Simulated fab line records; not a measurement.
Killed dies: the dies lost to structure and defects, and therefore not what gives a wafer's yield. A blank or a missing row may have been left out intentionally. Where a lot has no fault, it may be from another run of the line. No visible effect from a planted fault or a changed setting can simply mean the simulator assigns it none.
Matching of chambers ; flow n5-finfet ; 4 sister chambers for N5_BEOL_M7_STRIP_67 on rie-diel-03
The step strips in CF4. 14 wafers are shown with their chamber, then 7 later ones without.

WAFERS, EACH WITH ITS CHAMBER
wafer;chamber;showerhead-plenum-p-Torr (Torr);oes-product-au (a.u.);drypump-motor-current-A (A)
L600.1;1;1.74;0.76;5.60
L600.4;2;1.86;0.76;5.71
L600.6;0;1.78;0.72;6.27
L601.1;0;1.78;0.73;6.28
L601.2;1;1.74;0.75;5.59
L601.4;0;1.78;0.72;6.28
L602.1;0;1.78;0.73;6.26
L602.3;2;1.86;0.75;5.75
L602.5;1;1.73;0.74;5.62
L605.1;0;1.78;0.72;6.27
L605.2;3;1.89;0.97;5.78
L605.4;1;1.73;0.75;5.53
L606.2;3;1.89;0.96;5.79
L606.4;1;1.73;0.75;5.56

SIGNATURES (averages over the wafers above)
reading;chamber 0;chamber 1;chamber 2;chamber 3;scatter within a chamber
showerhead-plenum-p-Torr;1.7800;1.7340;1.8600;1.8900;0.00346
oes-product-au;0.7240;0.7500;0.7550;0.9650;0.00648
drypump-motor-current-A;6.2720;5.5800;5.7300;5.7850;0.0248
Rule: a wafer's distance from a chamber is the root of the sum, over the readings, of the square of ((its reading less the chamber's mean) divided by the reading's scatter). If the next closest chamber is less than 2 further off than the closest, the wafer can't be placed; otherwise it belongs to the closest. The scatter is the square root of a quotient: the sum, over the shown wafers, of each reading's squared deviation from its chamber's mean, divided by wafers minus chambers.

WAFERS WITHOUT THEIR CHAMBER
wafer;showerhead-plenum-p-Torr (Torr);oes-product-au (a.u.);drypump-motor-current-A (A)
L606.5;1.73;0.74;5.59
L617.1;1.77;0.70;6.25
L617.4;1.85;0.72;5.70
L617.5;1.77;0.70;6.27
L620.2;1.88;0.89;5.75
L620.3;1.77;0.70;6.30
L620.6;1.88;0.88;5.75

WHICH CHAMBER EACH ONE RAN IN
wafer;from the rows above;in truth
L606.5;1;1
L617.1;0;0
L617.4;2;2
L617.5;0;0
L620.2;3;3
L620.3;0;0
L620.6;3;3
Correct placement for 7 of the 7. Left unplaced by these rows: 0. Number placed wrongly: 0.
